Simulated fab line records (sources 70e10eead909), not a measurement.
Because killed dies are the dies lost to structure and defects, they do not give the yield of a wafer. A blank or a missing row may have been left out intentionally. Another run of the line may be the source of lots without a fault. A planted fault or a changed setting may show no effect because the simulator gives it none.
Which tool is to blame? | flow nandHarc | 42 wafers from 14 lots sampled at 4 of the route's 1159 steps

WHAT THE GAUGES READ, wafer by wafer
NHARC_END_SORT_01. Usual: killedAtArray 29, standard deviation 11; killedAtOther 0.7, standard deviation 1.1; killedAtPeriphery 3.1, standard deviation 2; killedDies 33, standard deviation 11; killedOpen 3.5, standard deviation 1.8; killedShort 2.0, standard deviation 1.4.
lot  | measured     | on        | killedAtArray | killedAtOther | killedAtPeriphery | killedDies | killedOpen | killedShort | flag
L475 | day 24 17:19 | prober-02 | 33 127 48     | 1 1 1         | 3 2 3             | 37 130 52  | 6 3 2      | 2 1 4       | OFF
L476 | day 24 10:14 | prober-01 | 137 37 47     | 1 1 2         | 0 2 0             | 138 40 49  | 0 6 5      | 2 2 1       | OFF

WHICH TOOL RAN EACH LOT (tool, then ch and the chambers of the sampled wafers, then the start)
lot  | NHARC_A_STAIRCASE_ETCH_203        | NHARC_A_BONDPAD_CMP_19        | NHARC_THIN_TSV_PVD_51
L456 | rieDiel-05 ch 0,1, day 11 07:35   | cmp-02 ch 0,1,2, day 18 04:02 | pvdSputter-01, no start
L459 | rieDiel-05 ch 2,3, day 11 23:50   | cmp-03 ch 0,1,3, day 18 19:41 | pvdSputter-02, no start
L457 | rieDiel-02 ch 0,3, day 12 03:18   | cmp-04 ch 1,2,3, day 18 14:16 | pvdSputter-03, no start
L461 | rieDiel-02 ch 1,2,3, day 12 05:21 | cmp-02 ch 1,2,3, day 18 18:17 | pvdSputter-02, no start
L463 | rieDiel-02 ch 0,2,3, day 13 02:14 | cmp-04 ch 0,2,3, day 19 21:56 | pvdSputter-03, no start
L465 | rieDiel-02 ch 0,1,2, day 13 09:58 | cmp-02 ch 0,3, day 20 20:31   | pvdSputter-01, no start
L467 | rieDiel-11 ch 0,1,2, day 13 16:29 | cmp-04 ch 2,3, day 20 22:31   | pvdSputter-02, no start
L466 | rieDiel-02 ch 2,3, day 13 18:59   | cmp-02 ch 1,2,3, day 21 07:17 | pvdSputter-03, no start
L470 | rieDiel-11 ch 0,1,2, day 14 20:16 | cmp-02 ch 0,2, day 21 15:49   | pvdSputter-02, no start
L474 | rieDiel-11 ch 0,1, day 15 06:57   | cmp-04 ch 0,2,3, day 22 18:55 | pvdSputter-03, no start
L475 | rieDiel-02 ch 0,3, day 15 16:32   | cmp-03 ch 0,1,2, day 23 02:25 | pvdSputter-03, day 24 17:19 or earlier
L476 | rieDiel-02 ch 0,1,3, day 15 17:32 | cmp-03 ch 0,2,3, day 22 22:23 | pvdSputter-01, day 24 10:14 or earlier
L478 | rieDiel-05 ch 0,3, day 16 15:08   | cmp-04 ch 0,2,3, day 23 11:55 | pvdSputter-01, no start
L479 | rieDiel-11 ch 1,2,3, day 17 04:57 | cmp-03 ch 1,2, day 23 22:10   | pvdSputter-02, no start
- NHARC_A_STAIRCASE_ETCH_203: etches the open film in C4F8/O2, target depth 100 nm, time 40.5 s.
- NHARC_A_BONDPAD_CMP_19: polishes, t overpolish 30 s, cu recess touch 16 s, target thk 169.8 nm.
- NHARC_THIN_TSV_PVD_51: deposits Cu, target thk 100 nm.

AS READ BY THE TOOLS THEMSELVES (means over the sampled wafers that have a number; for cases with no such wafer, the mark the record gives instead)
NHARC_A_STAIRCASE_ETCH_203. Usual: oesProductAu 0.943 a.u., standard deviation 0.011; rfVppV 893 V, standard deviation 5.4.
lot  | tool       | oesProductAu (a.u.) | rfVppV (V) | flag
L456 | rieDiel-05 | 0.936               | 893        | 
L459 | rieDiel-05 | 0.936               | 899        | 
L457 | rieDiel-02 | 0.947               | 890        | 
L461 | rieDiel-02 | 0.955               | 893        | 
L463 | rieDiel-02 | 0.948               | 890        | 
L465 | rieDiel-02 | 0.943               | 890        | 
L467 | rieDiel-11 | 0.950               | 890        | 
L466 | rieDiel-02 | 0.955               | 892        | 
L470 | rieDiel-11 | 0.946               | 890        | 
L474 | rieDiel-11 | 0.941               | 889        | 
L475 | rieDiel-02 | 0.943               | 900        | 
L476 | rieDiel-02 | 0.951               | 899        | 
L478 | rieDiel-05 | 0.939               | 894        | 
L479 | rieDiel-11 | 0.936               | 892        | 

NHARC_A_BONDPAD_CMP_19. Usual: motorCurrentA 11.9 A, standard deviation 0.93; overpolishRunS 30.000 s, standard deviation 0.01.
lot  | tool   | motorCurrentA (A) | overpolishRunS (s) | flag
L456 | cmp-02 | 12.0              | 30.005             | 
L459 | cmp-03 | 10.9              | 29.992             | 
L457 | cmp-04 | 12.1              | 30.004             | 
L461 | cmp-02 | 12.4              | 29.994             | 
L463 | cmp-04 | 12.0              | 29.995             | 
L465 | cmp-02 | 12.1              | 29.992             | 
L467 | cmp-04 | 11.6              | 30.009             | 
L466 | cmp-02 | 12.5              | 30.001             | 
L470 | cmp-02 | 11.1              | 30.008             | 
L474 | cmp-04 | 11.9              | 29.997             | 
L475 | cmp-03 | 11.1              | 30.009             | 
L476 | cmp-03 | 11.9              | 29.998             | 
L478 | cmp-04 | 11.9              | 29.995             | 
L479 | cmp-03 | 11.0              | 29.995             | 

NHARC_THIN_TSV_PVD_51. Usual: throttleValvePct at 30.6 %, with a standard deviation of 0.87.
lot  | tool          | throttleValvePct (%) | flag
L456 | pvdSputter-01 | 30.7                 | 
L459 | pvdSputter-02 | 30.3                 | 
L457 | pvdSputter-03 | 30.7                 | 
L461 | pvdSputter-02 | 30.8                 | 
L463 | pvdSputter-03 | 31.1                 | 
L465 | pvdSputter-01 | 29.4                 | 
L467 | pvdSputter-02 | 30.4                 | 
L466 | pvdSputter-03 | 30.0                 | 
L470 | pvdSputter-02 | 30.4                 | 
L474 | pvdSputter-03 | 29.9                 | 
L475 | pvdSputter-03 | 30.2                 | 
L476 | pvdSputter-01 | 29.8                 | 
L478 | pvdSputter-01 | 29.6                 | 
L479 | pvdSputter-02 | 30.5                 | 

THE ANSWER, worked out from the rows above alone
Rule: lot off if the mean of its wafers having a number is beyond 3 standard deviations from the usual mean. A lot without any number at a reading at which 4 lots or more have one is off too. Any other lot the step has rows for is counted as sound. After the gauges, taken in route order, come the tools' own readings; for these a lot's mean is taken, as printed above. The first step at which some lot is off is used, and at that step the reading that is off furthest; a lot without a number counts as furthest.
Off: L475, L476, at NHARC_END_SORT_01 (killedAtArray). Neither off nor sound, because the step has no rows for them: L456, L459, L457, L461, L463, L465, L467, L466, L470, L474, L478, L479.
A tool fits if, at a process step before that reading, it ran every lot that is off, and no sound lot after the first of them. The gauges at NHARC_END_SORT_01 are tried like those tools. NHARC_THIN_TSV_PVD_51: start missing for some lots; hours and lot order therefore follow NHARC_END_SORT_01. This does not decide it: 2 tools fit, namely rieDiel-02 at NHARC_A_STAIRCASE_ETCH_203 and cmp-03 at NHARC_A_BONDPAD_CMP_19.

WHAT HAD BEEN PUT IN BY THE SIMULATOR
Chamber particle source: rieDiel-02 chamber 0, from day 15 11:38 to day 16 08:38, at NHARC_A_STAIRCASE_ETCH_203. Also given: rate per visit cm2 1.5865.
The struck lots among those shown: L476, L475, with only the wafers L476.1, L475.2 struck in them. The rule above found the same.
